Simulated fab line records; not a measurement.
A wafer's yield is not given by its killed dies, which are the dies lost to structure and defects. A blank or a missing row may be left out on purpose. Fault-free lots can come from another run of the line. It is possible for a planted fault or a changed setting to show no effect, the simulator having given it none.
fab line records ; flow n5_finfet
record: lots: 7; wafers: 21
route steps=1938 shown FIN_SAQP@100 SD_EPI_N@267 HKMG_FIN@424
start_h: hours from the record's opening day to when the first of the lot's shown wafers began ; wait_h: time in hours since the lot's previous step ; " the same as in the row above ; L1.1+2: a single row standing in for several wafers ; - either no value or no given start ; * or withheld: withheld ; < > ~ a bound
route shown NAME@n: NAME is a module with steps in the file, n the number in the route of the first one ; usual: mean/standard deviation of fault-free wafers ; same: alike in all rows ; chamber/n: place in a boat ; sites: readings site by site ; _std_site: how widely they spread, as a standard deviation ; _edge_site: mean of outer sites minus mean of inner sites ; radius_mm: for every site, how far away it sits from the centre of the wafer ; mask NAME#n: copy n ; behind: the most recent tool/chamber to have shaped the wafer ; hold: the reason the lot was held/the length of the hold in hours/how it ended ; device: names the non-switching transistor (n, p or np) ; end of line: the tests these same wafers got at the end of their route ; a step without rows: its recipe alone ; killed: dies that structure and defects cost at the first sort, which is not the same as the wafer's yield ; map: dies across one wafer; x = killed, . = not, _ = none there
set.NAME: setting as actually run; set.NAME@STEP: the setting as run at that earlier step ; model.NAME: the simulator's own value behind a step, which no gauge read
lots with deliberately changed settings; one table per step, one row per wafer
== steps ==
step: N5_FIN_SAQP_PECVD_06
recipe: material: a-Si; target_thk_a: 600; temp_c: 400; precursor: SiH4/He; pressure_torr: 3; rf_w: 100; time_s: 48.1
lot.wafer;tool;chamber;start_h;wait_h;set.time_s;model.a-Si_of_FIN_SAQP_PECVD_06.thk_nm
L078.3;pecvd-04;2;44.91;0.0;48.1;59.94
L078.4;pecvd-04;2;44.91;0.0;48.1;60.89
L078.5;pecvd-04;0;44.91;0.0;48.1;60.93
L080.1;pecvd-02;0;59.13;0.0;48.1;61.14
L080.3;pecvd-02;1;59.13;0.0;48.1;60.36
L080.6;pecvd-02;2;59.13;0.0;48.1;62.37
L081.1;pecvd-03;0;63.42;0.0;45.37;55.99
L081.2;pecvd-03;1;63.42;0.0;48.1;58.95
L081.3;pecvd-03;2;63.42;0.0;48.1;59.72
L083.2;pecvd-03;0;77.03;0.0;48.1;60.06
L083.3;pecvd-03;2;77.03;0.0;48.1;60.33
L083.5;pecvd-03;2;77.03;0.0;48.1;60.77
L089.2;pecvd-04;2;111.67;0.0;51.89;63.49
L089.4;pecvd-04;2;111.67;0.0;51.89;64.67
L089.6;pecvd-04;0;111.67;0.0;48.1;59.72
L090.2;pecvd-02;2;118.23;0.0;48.1;59.81
L090.3;pecvd-02;1;118.23;0.0;42.84;52.59
L090.5;pecvd-02;1;118.23;0.0;42.84;52.36
L096.2;pecvd-03;1;153.80;0.0;48.1;58.83
L096.3;pecvd-03;1;153.80;0.0;41.05;51.22
L096.4;pecvd-03;2;153.80;0.0;48.1;61.34
step: N5_FIN_SAQP_THK_MEAS_07
usual: thk_nm: 60.0/0.76
lot.wafer;tool;chamber;start_h;wait_h;set.time_s@FIN_SAQP_PECVD_06;thk_nm
L078.3;film_metro-02;-;45.00;0.1;48.1;60.0
L078.4;film_metro-02;-;45.00;0.1;48.1;60.9
L078.5;film_metro-02;-;45.00;0.1;48.1;60.9
L080.1;film_metro-02;-;59.22;0.1;48.1;61.2
L080.3;film_metro-02;-;59.22;0.1;48.1;60.4
L080.6;film_metro-02;-;59.22;0.1;48.1;62.4
L081.1;film_metro-01;-;63.51;0.1;45.37;56.0
L081.2;film_metro-01;-;63.51;0.1;48.1;58.9
L081.3;film_metro-01;-;63.51;0.1;48.1;59.7
L083.2;film_metro-02;-;77.12;0.1;48.1;60.1
L083.3;film_metro-02;-;77.12;0.1;48.1;60.3
L083.5;film_metro-02;-;77.12;0.1;48.1;60.8
L089.2;film_metro-01;-;111.76;0.1;51.89;63.5
L089.4;film_metro-01;-;111.76;0.1;51.89;64.7
L089.6;film_metro-01;-;111.76;0.1;48.1;59.7
L090.2;film_metro-01;-;118.32;0.1;48.1;59.9
L090.3;film_metro-01;-;118.32;0.1;42.84;52.6
L090.5;film_metro-01;-;118.32;0.1;42.84;52.4
L096.2;film_metro-01;-;153.92;0.1;48.1;58.8
L096.3;film_metro-01;-;153.92;0.1;41.05;51.2
L096.4;film_metro-01;-;153.92;0.1;48.1;61.3
step: N5_FIN_SAQP_DESCUM_21
recipe: chemistry: O2; time_s: 7.9; source_power_w: 50; bias_power_w: 20; pressure_mtorr: 20; rf_frequency_hz: 2.712e+07; temp_c: 40; resist: CAR-ArF; o2_flow_sccm: 225
lot.wafer;tool;chamber;start_h;wait_h;set.time_s;model.CAR-ArF_of_FIN_SAQP_COAT_10.thk_nm
L078.3;rie_diel-04;0;45.58;0.0;7.9;83.41
L078.4;rie_diel-04;2;45.58;0.0;8.603;83.29
L078.5;rie_diel-04;0;45.58;0.0;8.603;83.09
L080.1;rie_diel-03;1;59.82;0.1;7.9;83.35
L080.3;rie_diel-03;0;59.82;0.1;7.9;83.51
L080.6;rie_diel-03;0;59.82;0.1;7.9;83.31
L081.1;rie_diel-03;2;63.97;0.0;7.9;83.51
L081.2;rie_diel-03;1;63.97;0.0;8.636;82.97
L081.3;rie_diel-03;0;63.97;0.0;7.9;83.57
L083.2;rie_diel-04;3;77.94;0.3;8.806;82.61
L083.3;rie_diel-04;2;77.94;0.3;8.806;82.91
L083.5;rie_diel-04;2;77.94;0.3;7.9;83.28
L089.2;rie_diel-03;0;112.56;0.2;7.9;83.48
L089.4;rie_diel-03;2;112.56;0.2;9.068;82.62
L089.6;rie_diel-03;1;112.56;0.2;7.9;83.64
L090.2;rie_diel-04;0;118.80;0.1;7.9;83.75
L090.3;rie_diel-04;1;118.80;0.1;6.354;84.89
L090.5;rie_diel-04;1;118.80;0.1;6.354;85.1
L096.2;rie_diel-05;0;154.38;0.0;7.106;83.58
L096.3;rie_diel-05;2;154.38;0.0;7.9;83.35
L096.4;rie_diel-05;3;154.38;0.0;7.106;83.46
step: N5_FIN_SAQP_ETCH_51
recipe: chemistry: CF4; target: SiARC; target_depth_a: 455; mask_material: CAR-ArF; time_s: 75.8; ion_energy_ev: 80; pressure_mtorr: 40; source_w: 545; bias_w: 36; Ar_flow_sccm: 100; cf4_flow_sccm: 100; ends: cleared
lot.wafer;tool;chamber;start_h;wait_h;set.time_s@FIN_SAQP_DESCUM_21;model.CAR-ArF_of_FIN_SAQP_COAT_10.thk_nm
L078.3;rie_diel-04;0;45.62;0.0;7.9;50.59
L078.4;rie_diel-04;2;45.62;0.0;8.603;50.53
L078.5;rie_diel-04;0;45.62;0.0;8.603;50.33
L080.1;rie_diel-03;1;59.86;0.0;7.9;50.83
L080.3;rie_diel-03;0;59.86;0.0;7.9;50.9
L080.6;rie_diel-03;0;59.86;0.0;7.9;50.58
L081.1;rie_diel-03;2;64.01;0.0;7.9;50.87
L081.2;rie_diel-03;1;64.01;0.0;8.636;50.44
L081.3;rie_diel-03;0;64.01;0.0;7.9;50.99
L083.2;rie_diel-04;3;77.97;0.0;8.806;50.05
L083.3;rie_diel-04;2;77.97;0.0;8.806;50.33
L083.5;rie_diel-04;2;77.97;0.0;7.9;50.71
L089.2;rie_diel-03;0;112.60;0.0;7.9;50.92
L089.4;rie_diel-03;2;112.60;0.0;9.068;50.05
L089.6;rie_diel-03;1;112.60;0.0;7.9;51.05
L090.2;rie_diel-04;0;118.83;0.0;7.9;50.91
L090.3;rie_diel-04;1;118.83;0.0;6.354;52.04
L090.5;rie_diel-04;1;118.83;0.0;6.354;52.18
L096.2;rie_diel-05;0;154.41;0.0;7.106;51.14
L096.3;rie_diel-05;2;154.41;0.0;7.9;50.79
L096.4;rie_diel-05;3;154.41;0.0;7.106;50.93
step: N5_FIN_SAQP_ETCH_52
recipe: chemistry: N2/H2; target: SOC; target_depth_a: 1000; overetch_a: 200; mask_material: SiARC; temp_c: 40; time_s: 150; ion_energy_ev: 200; pressure_mtorr: 30; source_w: 840; bias_w: 150; n2_flow_sccm: 200; h2_flow_sccm: 200; ends: end_point
step: N5_FIN_SAQP_STRIP_53
recipe: chemistry: N2/H2; temp_c: 40; n2_flow_sccm: 200; h2_flow_sccm: 200; rf_frequency_hz: 6e+07
step: N5_FIN_SAQP_HM_OPEN_73
recipe: chemistry: CHF3/O2; target: SiO2; stop_on: a-Si; target_depth_a: 120; over_etch_frac: 1.8; mask_material: SOC; time_s: 16.8; pressure_mtorr: 30; source_w: 650; bias_w: 170; Ar_flow_sccm: 200; CHF3_flow_sccm: 50; O2_flow_sccm: 5; ion_energy_ev: 200; ends: end_point
step: N5_FIN_SAQP_STRIP_74
recipe: chemistry: CHF3/O2; resist: SiARC; rf_frequency_hz: 6e+07
step: N5_FIN_SAQP_MANDREL_ETCH_22
recipe: target_depth_a: 600; chemistry: HBr/Cl2; target: a-Si; stop_on: SiNx; bt_time_s: 10; over_etch_frac: 0.5; time_s: 30; pressure_mtorr: 10; icp_w: 800; bias_w: 75; HBr_flow_sccm: 150; Cl2_flow_sccm: 80; ends: end_point
usual: oes_product_au: 0.771/0.013
lot.wafer;tool;chamber;start_h;wait_h;set.time_s@FIN_SAQP_PECVD_06;oes_product_au;model.etch.depth_nm
L078.3;rie_si-05;0;45.86;0.0;48.1;0.767;59.94
L078.4;rie_si-05;2;45.86;0.0;48.1;0.788;60.85
L078.5;rie_si-05;0;45.86;0.0;48.1;0.771;60.93
L080.1;rie_si-05;0;60.11;0.0;48.1;0.773;61.12
L080.3;rie_si-05;1;60.11;0.0;48.1;0.792;60.36
L080.6;rie_si-05;3;60.11;0.0;48.1;0.781;62.37
L081.1;rie_si-05;0;64.25;0.0;45.37;0.730;55.99
L081.2;rie_si-05;1;64.25;0.0;48.1;0.773;58.93
L081.3;rie_si-05;3;64.25;0.0;48.1;0.762;59.72
L083.2;rie_si-02;3;78.22;0.0;48.1;0.763;59.97
L083.3;rie_si-02;1;78.22;0.0;48.1;0.766;60.28
L083.5;rie_si-02;0;78.22;0.0;48.1;0.785;60.73
L089.2;rie_si-03;3;112.84;0.0;51.89;0.797;63.49
L089.4;rie_si-03;0;112.84;0.0;51.89;0.820;64.67
L089.6;rie_si-03;1;112.84;0.0;48.1;0.765;59.7
L090.2;rie_si-03;0;119.08;0.0;48.1;0.790;59.81
L090.3;rie_si-03;2;119.08;0.0;42.84;0.696;52.56
L090.5;rie_si-03;0;119.08;0.0;42.84;0.725;52.33
L096.2;rie_si-03;2;154.66;0.0;48.1;0.755;58.83
L096.3;rie_si-03;0;154.66;0.0;41.05;0.711;51.22
L096.4;rie_si-03;1;154.66;0.0;48.1;0.794;61.25
step: N5_FIN_SAQP_SPACER1_ALD_24
recipe: material: SiO2; target_thk_a: 203; temp_c: 300; ald_precursor_family: BDEAS; ald_co_reactant: O2-plasma; pulse_time_s: 1; purge_time_s: 2; co_reactant_purge_time_s: 2; ald_cycles: 218; pressure_torr: 2
lot.wafer;tool;chamber;start_h;wait_h;set.temp_c
L078.3+4;ald_sin-01;0,2;46.76;0.2;300
L078.5;ald_sin-01;3;46.76;0.2;304
L080.1+3+6;ald_sin-01;3,2,0;60.91;0.3;300
L081.1+2;ald_sin-04;0,1;65.06;0.3;288.4
L081.3;ald_sin-04;3;65.06;0.3;300
L083.2+3+5;ald_sin-04;1,3,3;79.35;0.4;300
L089.2+4;ald_sin-01;3,1;113.74;0.4;300
L089.6;ald_sin-01;0;113.74;0.4;293.6
L090.2+3+5;ald_sin-04;1,0,0;119.88;0.3;300
L096.2+3;ald_sin-01;1,2;155.74;0.4;295.5
L096.4;ald_sin-01;3;155.74;0.4;300
step: N5_FIN_SAQP_SPACER1_ETCHBACK_25
recipe: chemistry: CHF3/O2; mode: anisotropic_etchback; target: SiO2; target_depth_a: 244; time_s: 12.2; pressure_mtorr: 30; source_w: 650; bias_w: 170; Ar_flow_sccm: 200; CHF3_flow_sccm: 50; O2_flow_sccm: 5; ion_energy_ev: 200
lot.wafer;tool;chamber;start_h;wait_h;set.time_s@FIN_SAQP_PECVD_06;model.a-Si_of_FIN_SAQP_PECVD_06.thk_nm
L078.3;rie_diel-04;1;47.47;0.4;48.1;59
L078.4;rie_diel-04;2;47.47;0.4;48.1;59.8
L078.5;rie_diel-04;1;47.47;0.4;48.1;60
L080.1;rie_diel-05;2;61.63;0.4;48.1;60.2
L080.3;rie_diel-05;0;61.63;0.4;48.1;59.4
L080.6;rie_diel-05;1;61.63;0.4;48.1;61.4
L081.1;rie_diel-03;2;65.97;0.6;45.37;55
L081.2;rie_diel-03;0;65.97;0.6;48.1;58
L081.3;rie_diel-03;1;65.97;0.6;48.1;58.8
L083.2;rie_diel-03;3;80.07;0.4;48.1;59
L083.3;rie_diel-03;0;80.07;0.4;48.1;59.4
L083.5;rie_diel-03;2;80.07;0.4;48.1;59.8
L089.2;rie_diel-05;1;114.45;0.4;51.89;62.6
L089.4;rie_diel-05;0;114.45;0.4;51.89;63.8
L089.6;rie_diel-05;3;114.45;0.4;48.1;58.8
L090.2;rie_diel-04;1;120.70;0.5;48.1;58.8
L090.3;rie_diel-04;2;120.70;0.5;42.84;51.6
L090.5;rie_diel-04;3;120.70;0.5;42.84;51.4
L096.2;rie_diel-04;1;156.57;0.5;48.1;57.8
L096.3;rie_diel-04;2;156.57;0.5;41.05;50.2
L096.4;rie_diel-04;0;156.57;0.5;48.1;60.4
step: N5_FIN_SAQP_MANDREL1_REMOVE_56
recipe: chemistry: HBr/Cl2/O2; bt_time_s: 10; target: a-Si; stop_on: SiNx; endpoint: OES-SiCl; over_etch_frac: 1; icp_w: 600; bias_w: 22; HBr_flow_sccm: 150; Cl2_flow_sccm: 80; O2_flow_sccm: 5; pressure_mtorr: 10
lot.wafer;tool;chamber;start_h;wait_h;set.temp_c@FIN_SAQP_SPACER1_ALD_24;model.FIN_SAQP.cd_nm
L078.3+4;rie_si-02;3,2;47.56;0.1;300;20.4
L078.5;rie_si-02;2;47.56;0.1;304;20.4
L080.1+3+6;rie_si-05;1,3,1;61.72;0.1;300;20.4
L081.1;rie_si-03;0;66.06;0.1;288.4;21.4
L081.2;rie_si-03;2;66.06;0.1;288.4;21.2
L081.3;rie_si-03;1;66.06;0.1;300;20.2
L083.2;rie_si-02;1;80.15;0.1;300;20.2
L083.3;rie_si-02;2;80.15;0.1;300;20.4
L083.5;rie_si-02;0;80.15;0.1;300;20.6
L089.2;rie_si-02;3;114.54;0.1;300;20.4
L089.4;rie_si-02;1;114.54;0.1;300;20.2
L089.6;rie_si-02;3;114.54;0.1;293.6;20.8
L090.2+3+5;rie_si-02;2,3,2;120.79;0.1;300;20.2
L096.2;rie_si-05;2;156.66;0.1;295.5;20.6
L096.3;rie_si-05;0;156.66;0.1;295.5;20.8
L096.4;rie_si-05;1;156.66;0.1;300;20.4
step: N5_SD_EPI_N_EXPOSE_06
recipe: mask_id: SD_N_BLK; na: 1.35; source_shape: conventional; sigma_outer: 0.8; polarization: unpolarized; target_cd_nm: 120; dose_mj: 39.75
lot.wafer;tool;chamber;start_h;wait_h;mask;set.dose_mj
L078.3;arfi_scanner-01;0;72.59;-;SD_N_BLK#0;40.95
L078.4+5;arfi_scanner-01;0;72.59;-;SD_N_BLK#0;39.75
L080.1+3+6;arfi_scanner-02;0;86.70;-;SD_N_BLK#0;39.75
L081.1+3;arfi_scanner-02;0;89.63;-;SD_N_BLK#0;39.75
L081.2;arfi_scanner-02;0;89.63;-;SD_N_BLK#0;37.56
L083.2+3+5;arfi_scanner-02;0;103.75;-;SD_N_BLK#0;39.75
L089.2+4+6;arfi_scanner-01;0;138.12;-;SD_N_BLK#0;39.75
L090.2+5;arfi_scanner-02;0;147.71;-;SD_N_BLK#0;39.75
L090.3;arfi_scanner-02;0;147.71;-;SD_N_BLK#0;37.23
L096.2+4;arfi_scanner-02;0;182.26;-;SD_N_BLK#0;41.14
L096.3;arfi_scanner-02;0;182.26;-;SD_N_BLK#0;39.75
step: N5_SD_EPI_N_PEB_07
recipe: peb_temp_c: 110; peb_time_s: 60; resist: CAR-ArF-block
lot.wafer;tool;chamber;start_h;wait_h;set.peb_temp_c
L078.3+4+5;litho_track-02;0;72.64;0.0;110
L080.1+3+6;litho_track-01;0;86.76;0.1;110
L081.1+2;litho_track-02;0;89.69;0.1;113.1
L081.3;litho_track-02;0;89.69;0.1;110
L083.2+5;litho_track-01;0;103.80;0.0;110
L083.3;litho_track-01;0;103.80;0.0;111.3
L089.2+4+6;litho_track-02;0;138.17;0.0;110
L090.2+5;litho_track-03;0;147.76;0.0;110
L090.3;litho_track-03;0;147.76;0.0;107.2
L096.2+3+4;litho_track-03;0;182.31;0.0;110
step: N5_SD_EPI_N_DEVELOP_08
recipe: develop_time_s: 30; developer: TMAH; resist: CAR-ArF-block; dev_temp_c: 23; rinse_liquid: diw; dry: air_spin
step: N5_SD_EPI_N_CD_MEAS_09
recipe: target_cd_nm: 120; landing_energy_ev: 500; detector: se_inlens
usual: cd_nm: 120.2/0.64
lot.wafer;tool;chamber;start_h;wait_h;set.dose_mj@SD_EPI_N_EXPOSE_06;set.peb_temp_c@SD_EPI_N_PEB_07;cd_nm
L078.3;cd_sem-02;0;72.71;-;40.95;110;121.9
L078.4;cd_sem-02;0;72.71;-;39.75;110;120.6
L078.5;cd_sem-02;0;72.71;-;39.75;110;120.6
L080.1;cd_sem-03;0;86.82;-;39.75;110;120.6
L080.3;cd_sem-03;0;86.82;-;39.75;110;120.8
L080.6;cd_sem-03;0;86.82;-;39.75;110;119.9
L081.1;cd_sem-01;0;89.76;-;39.75;113.1;127.3
L081.2;cd_sem-01;0;89.76;-;37.56;113.1;124.3
L081.3;cd_sem-01;0;89.76;-;39.75;110;119.8
L083.2;cd_sem-01;0;103.87;-;39.75;110;120.4
L083.3;cd_sem-01;0;103.87;-;39.75;111.3;124.0
L083.5;cd_sem-01;0;103.87;-;39.75;110;121.3
L089.2;cd_sem-01;0;138.24;-;39.75;110;119.2
L089.4;cd_sem-01;0;138.24;-;39.75;110;119.9
L089.6;cd_sem-01;0;138.24;-;39.75;110;119.7
L090.2;cd_sem-02;0;147.83;-;39.75;110;121.5
L090.3;cd_sem-02;0;147.83;-;37.23;107.2;107.9
L090.5;cd_sem-02;0;147.83;-;39.75;110;120.6
L096.2;cd_sem-01;0;182.38;-;41.14;110;123.2
L096.3;cd_sem-01;0;182.38;-;39.75;110;121.2
L096.4;cd_sem-01;0;182.38;-;41.14;110;123.3
step: N5_SD_EPI_N_DESCUM_14
recipe: chemistry: O2; time_s: 7.9; source_power_w: 50; bias_power_w: 20; pressure_mtorr: 20; rf_frequency_hz: 2.712e+07; temp_c: 40; resist: CAR-ArF-block; o2_flow_sccm: 225
lot.wafer;tool;chamber;start_h;wait_h;set.dose_mj@SD_EPI_N_EXPOSE_06;set.peb_temp_c@SD_EPI_N_PEB_07;model.SD_EPI_N.cd_nm
L078.3;rie_diel-05;2;72.79;0.0;40.95;110;122
L078.4+5;rie_diel-05;1,3;72.79;0.0;39.75;110;120.6
L080.1;rie_diel-03;0;86.91;0.0;39.75;110;120.8
L080.3;rie_diel-03;3;86.91;0.0;39.75;110;121
L080.6;rie_diel-03;3;86.91;0.0;39.75;110;120.4
L081.1;rie_diel-03;2;89.85;0.0;39.75;113.1;127.2
L081.2;rie_diel-03;0;89.85;0.0;37.56;113.1;124.2
L081.3;rie_diel-03;3;89.85;0.0;39.75;110;120
L083.2;rie_diel-05;1;103.95;0.0;39.75;110;120.4
L083.3;rie_diel-05;0;103.95;0.0;39.75;111.3;123.6
L083.5;rie_diel-05;1;103.95;0.0;39.75;110;121
L089.2;rie_diel-05;3;138.37;0.1;39.75;110;119.2
L089.4;rie_diel-05;2;138.37;0.1;39.75;110;119.8
L089.6;rie_diel-05;3;138.37;0.1;39.75;110;120
L090.2;rie_diel-04;1;147.91;0.0;39.75;110;121.2
L090.3;rie_diel-04;2;147.91;0.0;37.23;107.2;108
L090.5;rie_diel-04;1;147.91;0.0;39.75;110;120.6
L096.2;rie_diel-03;1;182.50;0.1;41.14;110;123.4
L096.3;rie_diel-03;0;182.50;0.1;39.75;110;121.2
L096.4;rie_diel-03;2;182.50;0.1;41.14;110;123
step: N5_SD_EPI_N_ETCH_34
recipe: chemistry: CF4; target: SiARC; target_depth_a: 455; mask_material: CAR-ArF-block; time_s: 75.8; ion_energy_ev: 80; pressure_mtorr: 40; source_w: 545; bias_w: 36; Ar_flow_sccm: 100; cf4_flow_sccm: 100; ends: cleared
lot.wafer;tool;chamber;start_h;wait_h;set.dose_mj@SD_EPI_N_EXPOSE_06;set.peb_temp_c@SD_EPI_N_PEB_07;model.SD_EPI_N.cd_nm
L078.3;rie_diel-05;2;72.83;0.0;40.95;110;121.8
L078.4;rie_diel-05;1;72.83;0.0;39.75;110;120.4
L078.5;rie_diel-05;3;72.83;0.0;39.75;110;120.8
L080.1;rie_diel-03;0;86.95;0.0;39.75;110;120.8
L080.3;rie_diel-03;3;86.95;0.0;39.75;110;121.2
L080.6;rie_diel-03;3;86.95;0.0;39.75;110;120.6
L081.1;rie_diel-03;2;89.88;0.0;39.75;113.1;127.2
L081.2;rie_diel-03;0;89.88;0.0;37.56;113.1;124.2
L081.3;rie_diel-03;3;89.88;0.0;39.75;110;120
L083.2;rie_diel-05;1;103.99;0.0;39.75;110;120.2
L083.3;rie_diel-05;0;103.99;0.0;39.75;111.3;123.4
L083.5;rie_diel-05;1;103.99;0.0;39.75;110;121
L089.2;rie_diel-05;3;138.41;0.0;39.75;110;119.2
L089.4;rie_diel-05;2;138.41;0.0;39.75;110;119.8
L089.6;rie_diel-05;3;138.41;0.0;39.75;110;120.2
L090.2;rie_diel-04;1;147.95;0.0;39.75;110;121
L090.3;rie_diel-04;2;147.95;0.0;37.23;107.2;108
L090.5;rie_diel-04;1;147.95;0.0;39.75;110;120.2
L096.2;rie_diel-03;1;182.54;0.0;41.14;110;123.6
L096.3;rie_diel-03;0;182.54;0.0;39.75;110;121
L096.4;rie_diel-03;2;182.54;0.0;41.14;110;122.8
step: N5_HKMG_FIN_COAT_06
recipe: resist: CAR-ArF; spin_rpm: 1500; resist_thk_nm: 90
lot.wafer;tool;chamber;start_h;wait_h;set.spin_rpm;model.CAR-ArF_of_HKMG_FIN_COAT_06.thk_nm
L078.3;litho_track-04;0;-;-;1442;91.8
L078.4;litho_track-04;0;-;-;1442;92.2
L078.5;litho_track-04;0;-;-;1500;90.2
L080.1;litho_track-04;0;-;-;1500;90
L080.3;litho_track-04;0;-;-;1500;90.2
L080.6;litho_track-04;0;-;-;1500;89.4
L081.1;litho_track-02;0;-;-;1500;90.2
L081.2;litho_track-02;0;-;-;1578;87.6
L081.3;litho_track-02;0;-;-;1500;90
L083.2;litho_track-04;0;-;-;1500;89.8
L083.3;litho_track-04;0;-;-;1552;88.6
L083.5;litho_track-04;0;-;-;1552;88.4
L089.2;litho_track-02;0;-;-;1655;85.4
L089.4;litho_track-02;0;-;-;1655;85.6
L089.6;litho_track-02;0;-;-;1500;89.6
L090.2+5;litho_track-02;0;-;-;1500;90
L090.3;litho_track-02;0;-;-;1588;87.2
L096.2;litho_track-03;0;-;-;1500;89.8
L096.3;litho_track-03;0;-;-;1420;92.4
L096.4;litho_track-03;0;-;-;1500;89.6
step: N5_HKMG_FIN_EBR_08
recipe: solvent: PGMEA; ebr_width_mm: 1.5
step: N5_HKMG_FIN_SOFTBAKE_07
recipe: temp_c: 110; time_s: 60; resist: CAR-ArF
step: N5_HKMG_FIN_EXPOSE_09
recipe: mask_id: NWFM; na: 1.35; source_shape: conventional; sigma_outer: 0.8; polarization: unpolarized; dose_mj: 39.25
step: N5_HKMG_FIN_PEB_10
recipe: peb_temp_c: withheld; peb_time_s: 60; resist: CAR-ArF
step: N5_HKMG_FIN_DEVELOP_11
recipe: develop_time_s: 30; developer: TMAH; resist: CAR-ArF; dev_temp_c: 23; rinse_liquid: diw; dry: air_spin
lot.wafer;tool;chamber;start_h;wait_h;set.spin_rpm@HKMG_FIN_COAT_06;model.CAR-ArF_of_HKMG_FIN_COAT_06.thk_nm
L078.3;litho_track-04;0;-;-;1442;90
L078.4;litho_track-04;0;-;-;1442;90.4
L078.5;litho_track-04;0;-;-;1500;88.6
L080.1;litho_track-03;0;-;-;1500;88.2
L080.3;litho_track-03;0;-;-;1500;88.4
L080.6;litho_track-03;0;-;-;1500;87.8
L081.1+3;litho_track-04;0;-;-;1500;88.4
L081.2;litho_track-04;0;-;-;1578;85.8
L083.2;litho_track-02;0;-;-;1500;88
L083.3;litho_track-02;0;-;-;1552;87
L083.5;litho_track-02;0;-;-;1552;86.8
L089.2;litho_track-02;0;-;-;1655;83.6
L089.4;litho_track-02;0;-;-;1655;83.8
L089.6;litho_track-02;0;-;-;1500;87.8
L090.2+5;litho_track-02;0;-;-;1500;88.2
L090.3;litho_track-02;0;-;-;1588;85.6
L096.2;litho_track-03;0;-;-;1500;88.2
L096.3;litho_track-03;0;-;-;1420;90.6
L096.4;litho_track-03;0;-;-;1500;87.8
step: N5_HKMG_FIN_DESCUM_17
recipe: chemistry: O2; time_s: 7.9; source_power_w: 50; bias_power_w: 20; pressure_mtorr: 20; rf_frequency_hz: 2.712e+07; temp_c: 40; resist: CAR-ArF; o2_flow_sccm: 225
lot.wafer;tool;chamber;start_h;wait_h;set.spin_rpm@HKMG_FIN_COAT_06;model.CAR-ArF_of_HKMG_FIN_COAT_06.thk_nm
L078.3;rie_diel-05;1;100.43;0.0;1442;85.4
L078.4;rie_diel-05;1;100.43;0.0;1442;85.6
L078.5;rie_diel-05;0;100.43;0.0;1500;83.8
L080.1;rie_diel-05;0;112.53;0.4;1500;83.4
L080.3;rie_diel-05;1;112.53;0.4;1500;83.6
L080.6;rie_diel-05;3;112.53;0.4;1500;83
L081.1+3;rie_diel-05;0,1;117.17;0.0;1500;83.6
L081.2;rie_diel-05;3;117.17;0.0;1578;81
L083.2;rie_diel-05;2;130.08;0.2;1500;83.2
L083.3;rie_diel-05;3;130.08;0.2;1552;82
L083.5;rie_diel-05;3;130.08;0.2;1552;81.8
L089.2;rie_diel-03;3;163.47;0.0;1655;78.8
L089.4;rie_diel-03;1;163.47;0.0;1655;79
L089.6;rie_diel-03;2;163.47;0.0;1500;83
L090.2+5;rie_diel-05;2,3;174.27;0.0;1500;83.4
L090.3;rie_diel-05;1;174.27;0.0;1588;80.8
L096.2;rie_diel-03;0;209.14;0.2;1500;83.4
L096.3;rie_diel-03;3;209.14;0.2;1420;85.8
L096.4;rie_diel-03;2;209.14;0.2;1500;83
== key ==
split: step: N5_FIN_SAQP_PECVD_06; setting: time_s; stated: 48.1; by: wafer
response: step: N5_FIN_SAQP_PECVD_06; reading: model.a-Si_of_FIN_SAQP_PECVD_06.thk_nm; change: +0.615; per: 1%; r: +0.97
response: step: N5_FIN_SAQP_THK_MEAS_07; reading: thk_nm; change: *; per: 1%; r: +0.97
response: step: N5_FIN_SAQP_MANDREL_ETCH_22; reading: oes_product_au; change: +0.00547; per: 1%; r: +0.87
response: step: N5_FIN_SAQP_MANDREL_ETCH_22; reading: model.etch.depth_nm; change: +0.614; per: 1%; r: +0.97
response: step: N5_FIN_SAQP_SPACER1_ETCHBACK_25; reading: model.a-Si_of_FIN_SAQP_PECVD_06.thk_nm; change: +0.616; per: 1%; r: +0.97
split: step: N5_FIN_SAQP_DESCUM_21; setting: time_s; stated: 7.9; by: wafer
response: step: N5_FIN_SAQP_DESCUM_21; reading: model.CAR-ArF_of_FIN_SAQP_COAT_10.thk_nm; change: -0.0532; per: 1%; r: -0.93
response: step: N5_FIN_SAQP_ETCH_51; reading: model.CAR-ArF_of_FIN_SAQP_COAT_10.thk_nm; change: -0.0514; per: 1%; r: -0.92
split: step: N5_FIN_SAQP_SPACER1_ALD_24; setting: temp_c; stated: 300; by: wafer
response: step: N5_FIN_SAQP_MANDREL1_REMOVE_56; reading: model.FIN_SAQP.cd_nm; change: -0.245; per: 1%; r: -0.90
split: step: N5_SD_EPI_N_EXPOSE_06; setting: dose_mj; stated: 39.75; by: wafer
response: step: N5_SD_EPI_N_CD_MEAS_09; reading: cd_nm; slope: +0.703; per: 1%; together_with: peb_temp_c@SD_EPI_N_PEB_07; explained: 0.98
response: step: N5_SD_EPI_N_DESCUM_14; reading: model.SD_EPI_N.cd_nm; slope: +0.709; per: 1%; together_with: peb_temp_c@SD_EPI_N_PEB_07; explained: 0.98
response: step: N5_SD_EPI_N_ETCH_34; reading: model.SD_EPI_N.cd_nm; slope: +0.694; per: 1%; together_with: peb_temp_c@SD_EPI_N_PEB_07; explained: 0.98
split: step: N5_SD_EPI_N_PEB_07; setting: peb_temp_c; stated: 110; by: wafer
response: step: N5_SD_EPI_N_CD_MEAS_09; reading: cd_nm; slope: +3.04; per: 1%; together_with: dose_mj@SD_EPI_N_EXPOSE_06; explained: 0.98
response: step: N5_SD_EPI_N_DESCUM_14; reading: model.SD_EPI_N.cd_nm; slope: +2.93; per: 1%; together_with: dose_mj@SD_EPI_N_EXPOSE_06; explained: 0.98
response: step: N5_SD_EPI_N_ETCH_34; reading: model.SD_EPI_N.cd_nm; slope: +2.89; per: 1%; together_with: dose_mj@SD_EPI_N_EXPOSE_06; explained: 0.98
split: step: N5_HKMG_FIN_COAT_06; setting: spin_rpm; stated: 1500; by: wafer
response: step: N5_HKMG_FIN_COAT_06; reading: model.CAR-ArF_of_HKMG_FIN_COAT_06.thk_nm; change: -0.437; per: 1%; r: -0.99
response: step: N5_HKMG_FIN_DEVELOP_11; reading: model.CAR-ArF_of_HKMG_FIN_COAT_06.thk_nm; change: -0.425; per: 1%; r: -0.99
response: step: N5_HKMG_FIN_DESCUM_17; reading: model.CAR-ArF_of_HKMG_FIN_COAT_06.thk_nm; change: -0.43; per: 1%; r: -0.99
